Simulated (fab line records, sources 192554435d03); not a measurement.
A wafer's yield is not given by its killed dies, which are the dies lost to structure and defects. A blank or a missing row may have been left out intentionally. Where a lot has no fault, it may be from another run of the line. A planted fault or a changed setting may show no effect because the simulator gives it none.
Chamber matching + flow n5-finfet + N5_BEOL_M13_ILD_DEP_00 on pecvd-02 has 3 sister chambers
The step deposits SiOC from DEMS/O2, target thk 837.92 nm, time 166.4 s. 6 wafers are shown with their chamber, then 11 later ones without.

## WAFERS WITH THEIR CHAMBER
| wafer  | chamber | throttle-valve-pct (%) | heater-power-w (W) |
|--------|---------|------------------------|--------------------|
| L086.3 | 0       | 12.0                   | 499                |
| L085.2 | 0       | 12.2                   | 505                |
| L085.6 | 2       | 11.4                   | 409                |
| L089.4 | 1       | 12.0                   | 469                |
| L089.6 | 2       | 11.4                   | 465                |
| L088.1 | 1       | 11.8                   | 484                |

## WAFERS MISSING THEIR CHAMBER
| wafer  | throttle-valve-pct (%) | heater-power-w (W) |
|--------|------------------------|--------------------|
| L088.4 | 12.0                   | 560                |
| L088.5 | 12.0                   | 384                |
| L091.1 | 11.9                   | 535                |
| L091.2 | 12.0                   | 456                |
| L091.4 | 12.0                   | 573                |
| L094.4 | 12.0                   | 497                |
| L094.5 | 11.9                   | 474                |
| L094.6 | 11.3                   | 444                |
| L097.1 | 12.1                   | 458                |
| L097.3 | 11.5                   | 401                |
| L097.6 | 11.4                   | 428                |

## WHICH CHAMBER EACH ONE RAN IN
| wafer  | from the rows above          | in truth |
|--------|------------------------------|----------|
| L088.4 | can't be placed: 0 or 1      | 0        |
| L088.5 | can't be placed: 1 or 0 or 2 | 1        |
| L091.1 | can't be placed: 0 or 1      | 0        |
| L091.2 | can't be placed: 1 or 0      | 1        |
| L091.4 | can't be placed: 0 or 1      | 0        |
| L094.4 | can't be placed: 0 or 1      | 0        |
| L094.5 | can't be placed: 1 or 0      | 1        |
| L094.6 | 2                            | 2        |
| L097.1 | can't be placed: 0 or 1      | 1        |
| L097.3 | 2                            | 2        |
| L097.6 | 2                            | 2        |
Correct placement for 3 of the 11. Can't be placed from these rows: 8 (the true chamber is among the candidates in 8). Placed wrongly: 0.
How it was worked out, from the rows above alone: a wafer's distance from a chamber is the root of the sum, over the readings, of the square of ((its reading less the chamber's mean) divided by the reading's scatter). The wafer belongs to the nearest chamber; if the next one is less than 2 further off, it can't be placed. Each chamber's mean is taken over the wafers shown for it. The scatter is the square root of a quotient: the sum, over the shown wafers, of each reading's squared deviation from its chamber's mean, divided by wafers minus chambers.
